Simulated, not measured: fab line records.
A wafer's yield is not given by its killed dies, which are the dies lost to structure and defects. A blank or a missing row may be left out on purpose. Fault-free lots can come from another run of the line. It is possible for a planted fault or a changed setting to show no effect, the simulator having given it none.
fab line records	flow nand_harc
record: lots: 7	wafers: 21	last_day: 25
route steps=1159 shown A_M0@1021 A_M1@1026 END@1159
lots with no fault: from the same line, run without faults
start_h: hours from the record's opening day to when the first of the lot's shown wafers began	wait_h: hours since the lot's step before	" the same as in the row above	L1.1+2: one row covering several wafers at once	- either no value or no given start	* or withheld: withheld	< > ~ a bound
route shown NAME@n: names a module that has steps shown in the file, with the first one's number in the route	usual: mean and standard deviation over wafers with no fault	same: alike in all rows	chamber/n: place in a boat	sites: each site's reading	_std_site: how widely they spread, as a standard deviation	_edge_site: the outer-site mean with the inner-site mean subtracted	radius_mm: for every site, how far away it sits from the centre of the wafer	mask NAME#n: copy n	behind: the tool/chamber that last shaped the wafer	hold: the reason the lot was held/the length of the hold in hours/how it ended	device: whichever transistor did not switch (one of n, p or np)	end of line: the route-end tests of the same wafers	for a step that has no rows: nothing shown but its recipe	killed: dies that structure and defects cost at the first sort, which is not the same as the wafer's yield	map: the dies of a wafer, with x for killed, . for not killed, _ for no die there
set.NAME: the run value of the setting; set.NAME@STEP: its run value at that earlier step	model.NAME: the simulator's own value behind a step, which no gauge read
lots seen at some steps along the route; tables by step, rows by wafer
services: from which hour (start_h, from the record's first day; less than 0 if before it) a tool's chamber was out of use, for how many hours, and why
== steps ==
step: NHARC_A_M0_SRD_25
step: NHARC_A_M0_INSPECT_27
usual: raw_defect_count: 468/170
lot.wafer	tool	chamber	start_h	wait_h	raw_defect_count
L849.1	defect_inspect-01	-	425.67	0.0	369
L849.3	"	-	"	"	728
L849.6	"	-	"	"	278
L853.1	defect_inspect-02	-	452.10	0.0	461
L853.3	"	-	"	"	518
L853.6	"	-	"	"	571
L859.2	defect_inspect-02	-	463.35	0.0	520
L859.5	"	-	"	"	441
L859.6	"	-	"	"	518
L858.1	defect_inspect-01	-	474.91	0.0	310
L858.5	"	-	"	"	363
L858.6	"	-	"	"	281
L860.1	defect_inspect-02	-	483.59	0.0	370
L860.3	"	-	"	"	365
L860.6	"	-	"	"	259
L866.1	defect_inspect-02	-	509.07	0.0	391
L866.3	"	-	"	"	346
L866.5	"	-	"	"	352
L868.1	defect_inspect-02	-	555.99	0.0	607
L868.3	"	-	"	"	453
L868.5	"	-	"	"	494
step: NHARC_A_M0_PRE_CLEAN_31
recipe: time_s: 12	temp_c: 370	rf_power_w: 300	gas: NH3
usual: heater_power_w: 643/100
lot.wafer	tool	chamber	start_h	wait_h	heater_power_w
L849.3	pecvd-02	1	426.71	1.0	666
L849.1	"	2	"	"	443
L849.6	"	0	"	"	700
L853.1	pecvd-01	1	452.17	0.1	811
L853.3	"	0	"	"	605
L853.6	"	2	"	"	749
L859.2	pecvd-01	0	463.44	0.1	550
L859.5	"	1	"	"	740
L859.6	"	0	"	"	560
L858.1	pecvd-02	2	475.00	0.1	523
L858.6	"	0	"	"	674
L858.5	"	1	"	"	768
L860.3	pecvd-04	0	483.65	0.1	475
L860.1	"	2	"	"	627
L860.6	"	2	"	"	632
L866.3	pecvd-01	0	509.14	0.1	507
L866.1	"	1	"	"	712
L866.5	"	1	"	"	700
L868.3	pecvd-04	0	556.79	0.8	544
L868.1	"	2	"	"	749
L868.5	"	1	"	"	688
step: NHARC_A_M0_DEP_32
recipe: target_thk_a: 300	temp_c: 370	target_thk_nm: 30	pressure_torr: 3	flow_sccm: 200	rf_w: 450	material: SiCN
usual: heater_power_w: 594/99
lot.wafer	tool	chamber	start_h	wait_h	heater_power_w
L849.3	pecvd-02	1	426.78	0.1	642
L849.1	"	2	"	"	467
L849.6	"	0	"	"	638
L853.1	pecvd-01	1	452.24	0.1	672
L853.3	"	0	"	"	482
L853.6	"	2	"	"	718
L859.2	pecvd-01	0	463.58	0.1	508
L859.5	"	1	"	"	765
L859.6	"	0	"	"	496
L858.1	pecvd-02	2	475.14	0.1	404
L858.6	"	0	"	"	579
L858.5	"	1	"	"	608
L860.3	pecvd-04	0	483.73	0.1	499
L860.1	"	2	"	"	673
L860.6	"	2	"	"	664
L866.3	pecvd-01	0	509.22	0.1	550
L866.1	"	1	"	"	768
L866.5	"	1	"	"	751
L868.3	pecvd-04	0	556.87	0.1	484
L868.1	"	2	"	"	674
L868.5	"	1	"	"	554
step: NHARC_A_M1_DEP_00
recipe: target_thk_a: 1825	target_thk_nm: 182.5	temp_c: withheld	pressure_torr: 5	flow_sccm: 200	rf_w: 600	material: SiOC
step: NHARC_A_M1_DEHYDRATE_01
recipe: temp_c: 150	time_s: 120
step: NHARC_A_M1_HMDS_02
recipe: time_s: 30
step: NHARC_A_M1_COAT_34
recipe: temp_c: 200	time_s: 65
step: NHARC_A_M1_COAT_03
recipe: spin_rpm: 1500	resist_thk_nm: 90
step: NHARC_A_M1_SOFTBAKE_04
recipe: temp_c: 105	time_s: 55
step: NHARC_A_M1_EBR_05
step: NHARC_A_M1_EXPOSE_06
recipe: na: 1.35	target_cd_nm: 120	dose_mj: 75.13	mask_id: A_M1
lot.wafer	tool	chamber	start_h	wait_h	mask
L849.1+3+6	arfi_scanner-02	0	427.91	-	A_M1#0
L853.1+3+6	arfi_scanner-01	0	453.35	-	A_M1#0
L859.2+5+6	arfi_scanner-02	0	464.62	-	A_M1#0
L858.1+5+6	arfi_scanner-02	0	476.16	-	A_M1#0
L860.1+3+6	arfi_scanner-02	0	484.72	-	A_M1#0
L866.1+3+5	arfi_scanner-01	0	510.17	-	A_M1#0
L868.1+3+5	arfi_scanner-02	0	557.85	-	A_M1#0
step: NHARC_A_M1_PEB_07
recipe: peb_temp_c: 100	peb_time_s: 65
step: NHARC_A_M1_DEVELOP_08
recipe: develop_time_s: 35	dev_temp_c: 23
step: NHARC_A_M1_CD_MEAS_09
recipe: target_cd_nm: 120	landing_energy_ev: 500
usual: cd_nm: 120.2/0.54
lot.wafer	tool	chamber	start_h	wait_h	cd_nm
L849.1	cd_sem-02	0	428.05	-	120.2
L849.3	"	0	"	"	120.8
L849.6	"	0	"	"	120.4
L853.1	cd_sem-02	0	453.49	-	120.2
L853.3	"	0	"	"	119.9
L853.6	"	0	"	"	119.7
L859.2	cd_sem-01	0	464.75	-	131.3
L859.5	"	0	"	"	130.4
L859.6	"	0	"	"	120.5
L858.1	cd_sem-01	0	476.30	-	130.9
L858.5	"	0	"	"	130.3
L858.6	"	0	"	"	120.6
L860.1	cd_sem-03	0	484.86	-	129.9
L860.3	"	0	"	"	120.5
L860.6	"	0	"	"	120.5
L866.1	cd_sem-01	0	510.31	-	120.3
L866.3	"	0	"	"	119.8
L866.5	"	0	"	"	120.8
L868.1	cd_sem-01	0	557.99	-	119.8
L868.3	"	0	"	"	120.7
L868.5	"	0	"	"	120.5
step: NHARC_A_M1_OVL_MEAS_10
recipe: pitch_nm: 240
usual: overlay_x_nm: 0.0/0.83	overlay_y_nm: 0.1/0.77
lot.wafer	tool	chamber	start_h	wait_h	overlay_x_nm	overlay_y_nm
L849.1	overlay-02	-	428.14	-	-1.2	-0.3
L849.3	"	-	"	"	-1.4	0.7
L849.6	"	-	"	"	-0.5	0.6
L853.1	overlay-02	-	453.59	-	-0.6	0.8
L853.3	"	-	"	"	-0.6	0.4
L853.6	"	-	"	"	-0.4	0.8
L859.2	overlay-01	-	464.84	-	-1.1	0.2
L859.5	"	-	"	"	-0.7	-0.4
L859.6	"	-	"	"	-1.4	0.3
L858.1	overlay-02	-	476.39	-	-1.1	-0.1
L858.5	"	-	"	"	-0.5	0.2
L858.6	"	-	"	"	-0.7	0.3
L860.1	overlay-02	-	484.94	-	0.2	0.4
L860.3	"	-	"	"	0.1	1.1
L860.6	"	-	"	"	0.2	0.9
L866.1	overlay-02	-	510.40	-	0.2	0.7
L866.3	"	-	"	"	0.2	0.6
L866.5	"	-	"	"	0.1	0.5
L868.1	overlay-01	-	558.08	-	-0.2	0.4
L868.3	"	-	"	"	-0.3	-0.3
L868.5	"	-	"	"	-0.4	0.2
step: NHARC_A_M1_INSPECT_11
usual: raw_defect_count: 29/15
lot.wafer	tool	chamber	start_h	wait_h	raw_defect_count
L849.1	defect_inspect-01	-	428.18	0.0	23
L849.3	"	-	"	"	20
L849.6	"	-	"	"	16
L853.1	defect_inspect-02	-	453.63	0.0	17
L853.3	"	-	"	"	16
L853.6	"	-	"	"	18
L859.2	defect_inspect-01	-	464.88	0.0	42
L859.5	"	-	"	"	38
L859.6	"	-	"	"	47
L858.1	defect_inspect-01	-	476.43	0.0	16
L858.5	"	-	"	"	14
L858.6	"	-	"	"	7
L860.1	defect_inspect-02	-	484.98	0.0	27
L860.3	"	-	"	"	40
L860.6	"	-	"	"	34
L866.1	defect_inspect-01	-	510.44	0.0	54
L866.3	"	-	"	"	51
L866.5	"	-	"	"	48
L868.1	defect_inspect-01	-	558.12	0.0	54
L868.3	"	-	"	"	48
L868.5	"	-	"	"	47
step: NHARC_A_M1_DESCUM_14
recipe: time_s: 3	o2_flow_sccm: 200	ar_flow_sccm: 0	bias_power_w: 0	chemistry: O2
usual: drypump_motor_current_A: 5.4/0.34	oes_product_au: 1.002/0.0095	rf_vpp_V: 57.8/0.95	showerhead_plenum_p_Torr: 1.92/0.079	throttle_valve_pct: 11.311/0.0095
lot.wafer	tool	chamber	start_h	wait_h	drypump_motor_current_A	oes_product_au	rf_hours_counter_h	rf_vpp_V	showerhead_plenum_p_Torr	throttle_valve_pct	model.A_M1.cd_nm
L849.1	rie_diel-12	1	428.25	0.1	4.9	1.012	2	58.8	1.93	11.310	120.4
L849.3	"	3	"	"	5.4	0.994	2	56.4	1.80	11.303	121
L849.6	"	0	"	"	6.3	0.987	-	56.5	1.85	11.286	120
L853.1	rie_diel-01	1	453.71	0.1	5.7	0.995	3	57.9	2.02	11.307	120.1
L853.3	"	2	"	"	5.4	0.996	3	57.2	1.92	11.321	119.3
L853.6	"	3	"	"	5.2	1.010	-	57.2	1.93	11.294	120.4
L859.2	rie_diel-01	0	464.94	0.1	4.9	1.009	4	59.1	2.05	11.318	131.8
L859.5	"	0	"	"	4.9	1.013	-	58.3	2.05	11.329	130.9
L859.6	"	1	"	"	5.7	0.998	-	58.2	2.02	11.292	120.1
L858.1	rie_diel-10	0	476.51	0.1	5.3	1.031	8	59.0	1.81	11.304	131
L858.5	"	2	"	"	5.8	1.004	-	57.4	1.85	11.304	130.4
L858.6	"	3	"	"	5.1	0.995	-	59.0	1.97	11.307	119.7
L860.3	rie_diel-01	0	485.06	0.1	4.9	1.004	5	57.4	2.05	11.309	120.6
L860.1	"	3	"	"	5.3	1.009	4	57.3	1.93	11.310	130.7
L860.6	"	1	"	"	5.7	0.995	-	59.9	2.02	11.316	120.5
L866.3	rie_diel-01	3	510.51	0.1	5.2	1.015	0	57.3	1.93	11.315	119.4
L866.1	"	0	"	"	4.9	0.986	0	57.7	2.05	11.302	120.4
L866.5	"	3	"	"	5.2	1.021	-	57.8	1.93	11.313	120.3
L868.3	rie_diel-01	3	558.19	0.1	5.2	1.009	1	57.1	1.93	11.310	120.2
L868.1	"	1	"	"	5.7	0.985	1	60.3	2.02	11.303	119.9
L868.5	"	2	"	"	5.4	0.996	-	57.1	1.92	11.311	120.6
step: NHARC_A_M1_ETCH_35
recipe: target_depth_a: 400	overetch_a: 120	time_s: 43.94	ion_energy_ev: 200	n2_flow_sccm: 150	h2_flow_sccm: 150	ar_flow_sccm: 0	rf_w: 400	bias_w: 150	chemistry: N2/H2
usual: drypump_motor_current_A: 5.4/0.33	oes_product_au: 1.003/0.0097	rf_vpp_V: 430.5/2.4	showerhead_plenum_p_Torr: 2.04/0.083	throttle_valve_pct: 14.170/0.0086
lot.wafer	tool	chamber	start_h	wait_h	drypump_motor_current_A	oes_product_au	rf_hours_counter_h	rf_vpp_V	showerhead_plenum_p_Torr	throttle_valve_pct
L849.3	rie_diel-12	3	428.35	0.1	5.4	0.997	2	426.3	1.92	14.165
L849.1	"	1	"	"	4.9	1.008	2	430.1	2.06	14.174
L849.6	"	1	"	"	4.9	1.008	-	430.8	2.06	14.171
L853.3	rie_diel-01	0	453.79	0.1	4.9	1.002	4	434.4	2.19	14.182
L853.1	"	1	"	"	5.7	1.000	3	433.5	2.16	14.178
L853.6	"	3	"	"	5.3	1.009	-	431.6	2.06	14.182
L859.2	rie_diel-01	2	465.04	0.1	5.4	1.004	4	430.7	2.04	14.177
L859.6	"	3	"	"	5.3	1.013	-	430.6	2.06	14.156
L859.5	"	0	"	"	4.9	1.010	-	434.7	2.19	14.175
L858.1	rie_diel-10	1	476.58	0.1	5.5	0.984	11	430.0	2.00	14.176
L858.5	"	1	"	"	5.6	0.993	-	428.9	2.00	14.165
L858.6	"	2	"	"	5.8	0.993	-	429.2	1.97	14.167
L860.3	rie_diel-01	3	485.15	0.1	5.3	1.018	4	431.6	2.06	14.166
L860.1	"	0	"	"	4.9	1.017	5	434.7	2.19	14.167
L860.6	"	0	"	"	4.9	1.022	-	435.3	2.19	14.169
L866.3	rie_diel-01	3	510.60	0.1	5.2	1.006	0	431.0	2.06	14.159
L866.1	"	0	"	"	4.9	1.001	0	434.0	2.19	14.166
L866.5	"	2	"	"	5.4	1.007	-	429.2	2.04	14.178
L868.1	rie_diel-01	1	558.26	0.1	5.7	0.995	1	433.4	2.16	14.164
L868.3	"	0	"	"	4.9	0.994	1	434.5	2.19	14.182
L868.5	"	2	"	"	5.4	1.000	-	432.1	2.04	14.174
step: NHARC_A_M1_ETCH_15
recipe: target_depth_a: 1825	time_s: 91.2	c4f8_flow_sccm: withheld	ar_flow_sccm: 400	rf_w: 600	bias_w: 300	chemistry: C4F8/Ar
usual: oes_product_au: 0.954/0.022	rf_vpp_V: 440.8/2.4
lot.wafer	tool	chamber	start_h	wait_h	oes_product_au	rf_hours_counter_h	rf_vpp_V
L849.1	rie_diel-12	3	-	-	0.950	2	437.6
L849.3	"	0	"	"	0.951	1	440.4
L849.6	"	3	"	"	0.953	-	437.6
L853.3	rie_diel-01	1	-	-	0.984	3	443.0
L853.1	"	2	"	"	0.979	3	440.6
L853.6	"	0	"	"	0.961	-	446.5
L859.2	rie_diel-01	2	-	-	0.927	4	441.7
L859.6	"	2	"	"	0.936	-	441.5
L859.5	"	3	"	"	0.946	-	440.2
L858.1	rie_diel-10	0	-	-	0.943	8	438.1
L858.5	"	1	"	"	0.920	-	438.5
L858.6	"	2	"	"	0.924	-	439.4
L860.1	rie_diel-01	2	-	-	0.927	4	441.4
L860.3	"	3	"	"	0.931	4	440.8
L860.6	"	3	"	"	0.939	-	443.2
L866.1	rie_diel-01	0	-	-	0.980	0	445.0
L866.3	"	1	"	"	0.963	0	443.2
L866.5	"	3	"	"	0.981	-	441.6
L868.3	rie_diel-01	2	-	-	0.951	1	440.7
L868.1	"	0	"	"	0.957	1	443.9
L868.5	"	1	"	"	0.958	-	442.9
step: NHARC_A_M1_CD_MEAS_16
usual: cd_nm: 120.1/0.7
lot.wafer	tool	chamber	start_h	wait_h	cd_nm
L849.1	cd_sem-02	-	428.60	-	120.4
L849.3	"	-	"	"	120.7
L849.6	"	-	"	"	120.1
L853.1	cd_sem-01	-	453.99	-	119.8
L853.3	"	-	"	"	119.3
L853.6	"	-	"	"	120.1
L859.2	cd_sem-01	-	465.25	-	131.3
L859.5	"	-	"	"	131.0
L859.6	"	-	"	"	119.9
L858.1	cd_sem-03	-	476.79	-	131.4
L858.5	"	-	"	"	130.6
L858.6	"	-	"	"	119.1
L860.1	cd_sem-01	-	485.37	-	130.6
L860.3	"	-	"	"	120.6
L860.6	"	-	"	"	120.6
L866.1	cd_sem-03	-	510.80	-	119.9
L866.3	"	-	"	"	119.6
L866.5	"	-	"	"	120.4
L868.1	cd_sem-01	-	558.48	-	120.0
L868.3	"	-	"	"	120.2
L868.5	"	-	"	"	120.8
step: NHARC_A_M1_STRIP_18
recipe: power_w: 1000	n2_flow_sccm: 150	h2_flow_sccm: 150	ar_flow_sccm: 0	bias_w: 0	chemistry: N2/H2
usual: drypump_motor_current_A: 5.4/0.35	oes_product_au: 1.002/0.0098	rf_vpp_V: 90.8/0.98	showerhead_plenum_p_Torr: 2.05/0.086	throttle_valve_pct: 14.172/0.0093
lot.wafer	tool	chamber	start_h	wait_h	drypump_motor_current_A	oes_product_au	rf_hours_counter_h	rf_vpp_V	showerhead_plenum_p_Torr	throttle_valve_pct
L849.1	rie_diel-01	2	428.70	0.1	5.3	0.995	3	90.9	2.05	14.168
L849.3	"	0	"	"	4.9	1.005	3	93.0	2.19	14.158
L849.6	"	1	"	"	5.7	0.988	-	91.1	2.16	14.177
L853.3	rie_diel-01	1	454.07	0.1	5.7	1.005	3	92.2	2.16	14.175
L853.1	"	2	"	"	5.4	1.002	3	90.1	2.04	14.163
L853.6	"	1	"	"	5.7	1.004	-	91.8	2.16	14.153
L859.2	rie_diel-10	0	465.42	0.2	5.3	1.008	7	89.5	1.93	14.162
L859.5	"	1	"	"	5.6	0.989	-	89.3	2.00	14.178
L859.6	"	2	"	"	5.7	0.995	-	91.3	1.97	14.173
L858.1	rie_diel-01	2	476.92	0.1	5.4	1.002	4	91.8	2.04	14.158
L858.6	"	0	"	"	4.9	1.007	-	90.7	2.19	14.176
L858.5	"	1	"	"	5.7	1.005	-	91.7	2.16	14.180
L860.3	rie_diel-01	3	485.44	0.1	5.3	1.013	4	90.6	2.06	14.179
L860.1	"	1	"	"	5.7	0.994	4	91.6	2.16	14.178
L860.6	"	3	"	"	5.3	1.010	-	91.9	2.06	14.178
L866.3	rie_diel-10	1	510.88	0.1	5.5	0.992	14	88.7	2.00	14.177
L866.1	"	0	"	"	5.3	1.019	11	89.7	1.93	14.171
L866.5	"	2	"	"	5.7	0.997	-	89.4	1.97	14.183
L868.1	rie_diel-01	1	558.56	0.1	5.7	0.993	1	90.5	2.16	14.161
L868.3	"	0	"	"	4.9	0.989	1	90.2	2.19	14.177
L868.5	"	1	"	"	5.7	0.988	-	91.5	2.16	14.185
step: NHARC_A_M1_ETCH_28
recipe: target_depth_a: 300	over_etch_frac: 0.3	time_s: 72.99	ion_energy_ev: 150	cf4_flow_sccm: 50	n2_flow_sccm: 100	ar_flow_sccm: 150	rf_w: 300	bias_w: 100	chemistry: CF4/N2
usual: drypump_motor_current_A: 5.4/0.34	oes_product_au: 1.003/0.0094	rf_vpp_V: 314.2/2	showerhead_plenum_p_Torr: 2.63/0.1	throttle_valve_pct: 19.794/0.0094
lot.wafer	tool	chamber	start_h	wait_h	drypump_motor_current_A	oes_product_au	rf_hours_counter_h	rf_vpp_V	showerhead_plenum_p_Torr	throttle_valve_pct	model.A_M1.cd_nm
L849.3	rie_diel-01	3	-	-	5.3	1.017	3	313.1	2.65	19.804	121
L849.1	"	0	"	"	4.9	1.008	3	317.1	2.81	19.796	120.4
L849.6	"	3	"	"	5.2	1.009	-	313.9	2.65	19.801	120.2
L853.1	rie_diel-01	3	-	-	5.3	1.011	4	314.4	2.65	19.799	120.6
L853.3	"	1	"	"	5.7	1.015	3	316.4	2.76	19.801	118.6
L853.6	"	3	"	"	5.3	1.015	-	313.6	2.65	19.791	120.1
L859.2	rie_diel-10	0	-	-	5.3	1.003	7	312.5	2.49	19.798	132.2
L859.6	"	1	"	"	5.6	0.991	-	313.2	2.58	19.796	120.8
L859.5	"	2	"	"	5.7	1.002	-	313.3	2.55	19.796	132.5
L858.1	rie_diel-01	3	-	-	5.3	1.017	4	314.3	2.65	19.804	131.9
L858.5	"	1	"	"	5.7	0.992	-	316.0	2.76	19.796	129.9
L858.6	"	2	"	"	5.4	1.002	-	315.0	2.63	19.802	120
L860.1	rie_diel-01	1	-	-	5.7	0.991	4	317.5	2.76	19.791	129.5
L860.3	"	0	"	"	4.9	1.011	5	318.1	2.80	19.804	120.1
L860.6	"	1	"	"	5.7	1.001	-	316.0	2.76	19.798	120.1
L866.1	rie_diel-10	2	-	-	5.8	1.000	14	312.9	2.54	19.796	119.4
L866.3	"	3	"	"	5.1	1.013	9	315.4	2.69	19.792	119.5
L866.5	"	2	"	"	5.8	1.005	-	311.6	2.54	19.796	121
L868.3	rie_diel-01	0	-	-	4.9	0.998	1	318.2	2.80	19.791	119.7
L868.1	"	1	"	"	5.7	0.980	1	316.5	2.76	19.786	119.7
L868.5	"	1	"	"	5.7	0.980	-	316.3	2.76	19.799	120.7
step: NHARC_A_M1_STRIP_19
recipe: time_s: 600	temp_c: 30	chemistry: post_etch_residue_remover
step: NHARC_END_SORT_01
recipe: temp_c: 25
usual: defect_limited_yield: 95.6/1.6	killed_at_array: 26/10	killed_at_other: 0.8/1.1	killed_at_periphery: 3.3/2.6	killed_dies: 30/11	killed_open: 3.4/1.8	killed_short: 2.0/1.3	sort_bin_2_pct: 1.4/0.6	sort_bin_3_pct: 0.22/0.19	sort_bin_4_pct: 2.8/1.1	sort_n_pass: 647/11	sort_rim_yield_pct: 95.8/3	sort_yield_pct: 95.6/1.6
same: gross_dies: 677	sort_bin_5_pct[%]: 0	sort_bin_6_pct[%]: 0	sort_bin_7_pct[%]: 0	sort_bin_8_pct[%]: 0	sort_rim_n_gross: 106.00
lot.wafer	tool	chamber	start_h	wait_h	defect_limited_yield[%]	killed_at_array	killed_at_other	killed_at_periphery	killed_dies	killed_open	killed_short	sort_bin_2_pct[%]	sort_bin_3_pct[%]	sort_bin_4_pct[%]	sort_n_pass	sort_rim_yield_pct[%]	sort_yield_pct[%]
L853.1	prober-02	0	489.53	2.5	97.5	16	0	1	17	3	2	0.9	0	1.6	660	97.2	97.5
L853.3	prober-02	0	491.14	3.1	97.2	14	0	5	19	3	2	0.9	0.30	1.6	658	98.1	97.2
L853.6	prober-02	0	493.55	4.0	96.2	23	0	3	26	6	3	1.0	0.15	2.7	651	95.3	96.2
L859.2	prober-02	0	507.65	2.8	94.1	39	1	0	40	6	2	1.2	0.15	4.6	637	90.6	94.1
L859.5	prober-02	0	510.05	3.7	94.2	34	0	5	39	8	2	2.1	0	3.7	638	92.5	94.2
L859.6	prober-02	0	510.85	4.0	93.8	38	0	4	42	9	3	2.1	0.15	4.0	635	91.5	93.8
L860.1	prober-01	0	529.06	2.5	95.1	28	1	4	33	5	1	1.3	0.15	3.4	644	96.2	95.1
L860.3	prober-01	0	530.68	3.1	93.8	38	1	3	42	3	2	1.9	0	4.3	635	97.2	93.8
L860.6	prober-01	0	533.10	4.0	93.8	34	3	5	42	2	1	2.1	0.30	3.8	635	93.4	93.8
killed by level:class
L853.1 A_STAIRCASE:chamber_film_flake=7 A_CHANNEL_HOLE_D1:chamber_film_flake=3 A_M1:geometric_particle:open=2 A_ONON_D1:geometric_particle:short=1 A_CHANNEL_HOLE_D1:geometric_particle:open=1 A_WL_FILL:geometric_particle:short=1 P_ZERO_WELL:chamber_film_flake=1 A_SLIT:chamber_film_flake=1
L853.3 A_STAIRCASE:chamber_film_flake=8 P_CONTACT:geometric_particle:open=3 P_ZERO_WELL:chamber_film_flake=2 A_SLIT:chamber_film_flake=2 A_CHANNEL_HOLE_D1:geometric_particle:short=1 A_WL_FILL:geometric_particle:short=1 A_ZERO_WELL:chamber_film_flake=1 A_CONTACT:chamber_film_flake=1
L853.6 A_STAIRCASE:chamber_film_flake=7 A_CHANNEL_HOLE_D1:chamber_film_flake=4 A_WL_FILL:geometric_particle:short=2 A_CONTACT:geometric_particle:open=2 A_CONTACT:chamber_film_flake=2 P_CONTACT:geometric_particle:open=1 A_ONON_D1:geometric_particle:open=1 A_CHANNEL_FILL_D1:geometric_particle:short=1
L859.2 A_CHANNEL_HOLE_D1:chamber_film_flake=17 A_SLIT:chamber_film_flake=8 A_CONTACT:chamber_film_flake=5 A_CHANNEL_HOLE_D1:geometric_particle:open=2 A_WL_FILL:chamber_film_flake=2 A_SOURCE_PLATE:geometric_particle:open=1 A_WL_FILL:geometric_particle:short=1 A_CONTACT:geometric_particle:open=1
L859.5 A_CHANNEL_HOLE_D1:chamber_film_flake=15 A_SLIT:chamber_film_flake=9 A_CHANNEL_FILL_D1:chamber_film_flake=3 P_GATE:geometric_particle:open=2 P_CONTACT:geometric_particle:open=1 P_M0:geometric_particle:open=1 P_M2:geometric_particle:open=1 A_ONON_D1:geometric_particle:short=1
L859.6 A_SLIT:chamber_film_flake=16 A_CHANNEL_HOLE_D1:chamber_film_flake=8 A_CONTACT:chamber_film_flake=3 P_M0:geometric_particle:open=2 A_ONON_D1:geometric_particle:short=2 A_M0:geometric_particle:open=2 P_STI:geometric_particle:open=1 A_SOURCE_PLATE:geometric_particle:short=1
L860.1 A_SLIT:chamber_film_flake=11 A_CHANNEL_HOLE_D1:chamber_film_flake=6 P_M1:chamber_film_flake=4 A_BONDPAD:chamber_film_flake=3 A_WL_FILL:geometric_particle:open=2 A_CONTACT:geometric_particle:open=2 A_CONTACT:chamber_film_flake=2 A_SOURCE_PLATE:geometric_particle:open=1
L860.3 A_SLIT:chamber_film_flake=16 A_CONTACT:chamber_film_flake=9 A_CHANNEL_HOLE_D1:chamber_film_flake=4 P_M1:chamber_film_flake=3 A_CONTACT:geometric_particle:open=2 A_STAIRCASE:chamber_film_flake=2 A_BONDPAD:chamber_film_flake=2 A_SOURCE_PLATE:geometric_particle:open=1
L860.6 A_SLIT:chamber_film_flake=17 A_CHANNEL_HOLE_D1:chamber_film_flake=5 A_CONTACT:chamber_film_flake=5 P_M1:chamber_film_flake=4 A_BONDPAD:chamber_film_flake=4 THIN_TSV:chamber_film_flake=2 P_GATE:geometric_particle:short=1 A_ONON_D1:geometric_particle:open=1
== services ==
tool	chamber	start_h	hours	kind
pecvd-01	-	418.88	13.0	pm
rie_diel-01	0	421.83	-	clean
rie_diel-01	1	421.83	-	clean
rie_diel-01	2	421.83	-	clean
rie_diel-01	3	421.83	-	clean
arfi_scanner-02	-	428.00	4.0	pm
arfi_scanner-01	-	435.87	1.3	repair
rie_diel-01	0	446.33	-	clean
rie_diel-01	1	446.33	-	clean
rie_diel-01	2	446.33	-	clean
rie_diel-01	3	446.33	-	clean
rie_diel-10	3	453.72	4.1	repair
rie_diel-01	0	470.83	-	clean
rie_diel-01	-	491.80	9.0	pm
rie_diel-10	3	496.47	3.7	repair
arfi_scanner-02	-	502.55	3.1	repair
rie_diel-01	1	513.21	7.0	repair
pecvd-02	-	515.24	13.0	pm
rie_diel-10	-	530.50	9.0	pm
pecvd-04	2	539.23	5.6	repair
arfi_scanner-01	-	540.00	4.0	pm
rie_diel-10	2	552.30	16.1	repair
rie_diel-12	-	556.76	9.0	pm
pecvd-04	-	557.13	13.0	pm
== key ==
first_sign: step: NHARC_A_M1_CD_MEAS_09	reading: cd_nm	direction: up	sigmas: 19	usual: 120.2	struck: 130.6
effect: step: NHARC_A_M1_CD_MEAS_16	reading: cd_nm	direction: up	sigmas: 16	usual: 120.1	struck: 131.0
model_effect: step: NHARC_A_M1_DESCUM_14	value: A_M1.cd_nm	without: 120.6	struck: 130.9
model_effect: step: NHARC_A_M1_ETCH_28	value: A_M1.cd_nm	without: 120.8	struck: 131.2
met_at NHARC_A_M1_EXPOSE_06
struck_wafers L858.1,L858.5,L859.2,L859.5,L860.1
onset_between 427.91 464.62
fault: kind: process_parameter_drift	tool: arfi_scanner-02	chamber: -	onset_h: 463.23	steps: NHARC_A_M1_EXPOSE_06	channel: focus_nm	offset: 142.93	shape: step	end_h: 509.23	scope: struck_wafers_only
